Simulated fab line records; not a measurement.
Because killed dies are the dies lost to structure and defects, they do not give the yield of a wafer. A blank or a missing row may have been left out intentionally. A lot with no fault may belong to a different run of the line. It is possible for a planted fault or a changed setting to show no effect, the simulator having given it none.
Split-lot experiment :: flow n5-finfet :: 39 wafers read across 7 lots, on a route 1938 steps long

## THE SPLIT
At N5_DUMMY_GATE_HM_DEP_06 (deposits SiNx from DCS/NH3, target thk 80 nm, time 5141 s), the setting target-thk-a was moved away from the recipe's 800 angstrom on 12 of the 39 wafers read, by -8.1% to -7.2%. For the rest of the wafers, this setting stayed at what the recipe calls for.

The split's own step is where the reading is taken.

## THE READING
SiNx_of_DUMMY_GATE_HM_DEP_06.thk-nm (the simulator's own value, which no gauge read), in nm, at N5_DUMMY_GATE_HM_DEP_06 (deposits SiNx from DCS/NH3, target thk 80 nm, time 5141 s). The file gives no usual value for it. Average 80.0 nm, standard deviation 0.43 nm, over the 27 wafers here run with the recipe.

wafer: L076.1
tool, chamber at the split: -, -
target-thk-a as run, angstrom: 742.4
against the recipe: -7.2%
SiNx_of_DUMMY_GATE_HM_DEP_06.thk-nm, nm: 73
against lot-mates on the recipe: no lot-mate on the recipe

wafer: L076.2
tool, chamber at the split: -, -
target-thk-a as run, angstrom: 742.4
against the recipe: -7.2%
SiNx_of_DUMMY_GATE_HM_DEP_06.thk-nm, nm: 74
against lot-mates on the recipe: no lot-mate on the recipe

wafer: L076.3
tool, chamber at the split: -, -
target-thk-a as run, angstrom: 742.4
against the recipe: -7.2%
SiNx_of_DUMMY_GATE_HM_DEP_06.thk-nm, nm: 73.2
against lot-mates on the recipe: no lot-mate on the recipe

wafer: L076.4
tool, chamber at the split: -, -
target-thk-a as run, angstrom: 742.4
against the recipe: -7.2%
SiNx_of_DUMMY_GATE_HM_DEP_06.thk-nm, nm: 73.6
against lot-mates on the recipe: no lot-mate on the recipe

wafer: L076.6
tool, chamber at the split: -, -
target-thk-a as run, angstrom: 742.4
against the recipe: -7.2%
SiNx_of_DUMMY_GATE_HM_DEP_06.thk-nm, nm: 73.6
against lot-mates on the recipe: no lot-mate on the recipe

wafer: L076.5
tool, chamber at the split: -, -
target-thk-a as run, angstrom: 742.4
against the recipe: -7.2%
SiNx_of_DUMMY_GATE_HM_DEP_06.thk-nm, nm: 73.8
against lot-mates on the recipe: no lot-mate on the recipe

wafer: L078.1
tool, chamber at the split: -, -
target-thk-a as run, angstrom: 800
against the recipe: recipe
SiNx_of_DUMMY_GATE_HM_DEP_06.thk-nm, nm: 80.6
against lot-mates on the recipe: -

wafer: L078.2
tool, chamber at the split: -, -
target-thk-a as run, angstrom: 800
against the recipe: recipe
SiNx_of_DUMMY_GATE_HM_DEP_06.thk-nm, nm: 80.4
against lot-mates on the recipe: -

wafer: L078.6
tool, chamber at the split: -, -
target-thk-a as run, angstrom: 800
against the recipe: recipe
SiNx_of_DUMMY_GATE_HM_DEP_06.thk-nm, nm: 80.4
against lot-mates on the recipe: -

wafer: L078.3
tool, chamber at the split: -, -
target-thk-a as run, angstrom: 800
against the recipe: recipe
SiNx_of_DUMMY_GATE_HM_DEP_06.thk-nm, nm: 81
against lot-mates on the recipe: -

wafer: L078.4
tool, chamber at the split: -, -
target-thk-a as run, angstrom: 800
against the recipe: recipe
SiNx_of_DUMMY_GATE_HM_DEP_06.thk-nm, nm: 80
against lot-mates on the recipe: -

wafer: L078.5
tool, chamber at the split: -, -
target-thk-a as run, angstrom: 800
against the recipe: recipe
SiNx_of_DUMMY_GATE_HM_DEP_06.thk-nm, nm: 80.8
against lot-mates on the recipe: -

wafer: L079.1
tool, chamber at the split: -, -
target-thk-a as run, angstrom: 800
against the recipe: recipe
SiNx_of_DUMMY_GATE_HM_DEP_06.thk-nm, nm: 80
against lot-mates on the recipe: -

wafer: L079.2
tool, chamber at the split: -, -
target-thk-a as run, angstrom: 800
against the recipe: recipe
SiNx_of_DUMMY_GATE_HM_DEP_06.thk-nm, nm: 79.8
against lot-mates on the recipe: -

wafer: L079.5
tool, chamber at the split: -, -
target-thk-a as run, angstrom: 800
against the recipe: recipe
SiNx_of_DUMMY_GATE_HM_DEP_06.thk-nm, nm: 79.8
against lot-mates on the recipe: -

wafer: L079.3
tool, chamber at the split: -, -
target-thk-a as run, angstrom: 800
against the recipe: recipe
SiNx_of_DUMMY_GATE_HM_DEP_06.thk-nm, nm: 79.4
against lot-mates on the recipe: -

wafer: L079.4
tool, chamber at the split: -, -
target-thk-a as run, angstrom: 800
against the recipe: recipe
SiNx_of_DUMMY_GATE_HM_DEP_06.thk-nm, nm: 79.2
against lot-mates on the recipe: -

wafer: L079.6
tool, chamber at the split: -, -
target-thk-a as run, angstrom: 800
against the recipe: recipe
SiNx_of_DUMMY_GATE_HM_DEP_06.thk-nm, nm: 79.6
against lot-mates on the recipe: -

wafer: L084.2
tool, chamber at the split: lpcvd-01, 1/20,1/29
target-thk-a as run, angstrom: 800
against the recipe: recipe
SiNx_of_DUMMY_GATE_HM_DEP_06.thk-nm, nm: 80
against lot-mates on the recipe: -

wafer: L084.4
tool, chamber at the split: lpcvd-01, 1/20,1/29
target-thk-a as run, angstrom: 800
against the recipe: recipe
SiNx_of_DUMMY_GATE_HM_DEP_06.thk-nm, nm: 80
against lot-mates on the recipe: -

wafer: L084.3
tool, chamber at the split: lpcvd-01, 1/25
target-thk-a as run, angstrom: 800
against the recipe: recipe
SiNx_of_DUMMY_GATE_HM_DEP_06.thk-nm, nm: 79.8
against lot-mates on the recipe: -

wafer: L087.1
tool, chamber at the split: -, -
target-thk-a as run, angstrom: 800
against the recipe: recipe
SiNx_of_DUMMY_GATE_HM_DEP_06.thk-nm, nm: 80
against lot-mates on the recipe: -

wafer: L087.4
tool, chamber at the split: -, -
target-thk-a as run, angstrom: 800
against the recipe: recipe
SiNx_of_DUMMY_GATE_HM_DEP_06.thk-nm, nm: 80
against lot-mates on the recipe: -

wafer: L087.2
tool, chamber at the split: -, -
target-thk-a as run, angstrom: 800
against the recipe: recipe
SiNx_of_DUMMY_GATE_HM_DEP_06.thk-nm, nm: 79.6
against lot-mates on the recipe: -

wafer: L087.3
tool, chamber at the split: -, -
target-thk-a as run, angstrom: 800
against the recipe: recipe
SiNx_of_DUMMY_GATE_HM_DEP_06.thk-nm, nm: 79.6
against lot-mates on the recipe: -

wafer: L087.5
tool, chamber at the split: -, -
target-thk-a as run, angstrom: 800
against the recipe: recipe
SiNx_of_DUMMY_GATE_HM_DEP_06.thk-nm, nm: 80.4
against lot-mates on the recipe: -

wafer: L087.6
tool, chamber at the split: -, -
target-thk-a as run, angstrom: 800
against the recipe: recipe
SiNx_of_DUMMY_GATE_HM_DEP_06.thk-nm, nm: 79.8
against lot-mates on the recipe: -

wafer: L091.1
tool, chamber at the split: -, -
target-thk-a as run, angstrom: 735
against the recipe: -8.1%
SiNx_of_DUMMY_GATE_HM_DEP_06.thk-nm, nm: 74.2
against lot-mates on the recipe: no lot-mate on the recipe

wafer: L091.5
tool, chamber at the split: -, -
target-thk-a as run, angstrom: 735
against the recipe: -8.1%
SiNx_of_DUMMY_GATE_HM_DEP_06.thk-nm, nm: 74.2
against lot-mates on the recipe: no lot-mate on the recipe

wafer: L091.2
tool, chamber at the split: -, -
target-thk-a as run, angstrom: 735
against the recipe: -8.1%
SiNx_of_DUMMY_GATE_HM_DEP_06.thk-nm, nm: 74.4
against lot-mates on the recipe: no lot-mate on the recipe

wafer: L091.3
tool, chamber at the split: -, -
target-thk-a as run, angstrom: 735
against the recipe: -8.1%
SiNx_of_DUMMY_GATE_HM_DEP_06.thk-nm, nm: 74.6
against lot-mates on the recipe: no lot-mate on the recipe

wafer: L091.4
tool, chamber at the split: -, -
target-thk-a as run, angstrom: 735
against the recipe: -8.1%
SiNx_of_DUMMY_GATE_HM_DEP_06.thk-nm, nm: 73.4
against lot-mates on the recipe: no lot-mate on the recipe

wafer: L091.6
tool, chamber at the split: -, -
target-thk-a as run, angstrom: 735
against the recipe: -8.1%
SiNx_of_DUMMY_GATE_HM_DEP_06.thk-nm, nm: 74
against lot-mates on the recipe: no lot-mate on the recipe

wafer: L094.1
tool, chamber at the split: -, -
target-thk-a as run, angstrom: 800
against the recipe: recipe
SiNx_of_DUMMY_GATE_HM_DEP_06.thk-nm, nm: 80
against lot-mates on the recipe: -

wafer: L094.2
tool, chamber at the split: -, -
target-thk-a as run, angstrom: 800
against the recipe: recipe
SiNx_of_DUMMY_GATE_HM_DEP_06.thk-nm, nm: 80.4
against lot-mates on the recipe: -

wafer: L094.3
tool, chamber at the split: -, -
target-thk-a as run, angstrom: 800
against the recipe: recipe
SiNx_of_DUMMY_GATE_HM_DEP_06.thk-nm, nm: 79.8
against lot-mates on the recipe: -

wafer: L094.4
tool, chamber at the split: -, -
target-thk-a as run, angstrom: 800
against the recipe: recipe
SiNx_of_DUMMY_GATE_HM_DEP_06.thk-nm, nm: 80.6
against lot-mates on the recipe: -

wafer: L094.5
tool, chamber at the split: -, -
target-thk-a as run, angstrom: 800
against the recipe: recipe
SiNx_of_DUMMY_GATE_HM_DEP_06.thk-nm, nm: 79.6
against lot-mates on the recipe: -

wafer: L094.6
tool, chamber at the split: -, -
target-thk-a as run, angstrom: 800
against the recipe: recipe
SiNx_of_DUMMY_GATE_HM_DEP_06.thk-nm, nm: 79.6
against lot-mates on the recipe: -
Where a row lists several chambers, the file gives one row for several wafers and doesn't say which wafer went through which chamber.

FIT RESULTS
A straight line over all 39 wafers: SiNx_of_DUMMY_GATE_HM_DEP_06.thk-nm changes by +0.798 nm for each +1% of target-thk-a; r = +0.98; the points scatter about the line by 0.57 nm.
Too few moved wafers with a lot-mate on the recipe to fit a line net of each lot's own level.

## THE FILE'S OWN FIT
SiNx_of_DUMMY_GATE_HM_DEP_06.thk-nm changes by +0.798 nm for each +1% of target-thk-a, r = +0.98.
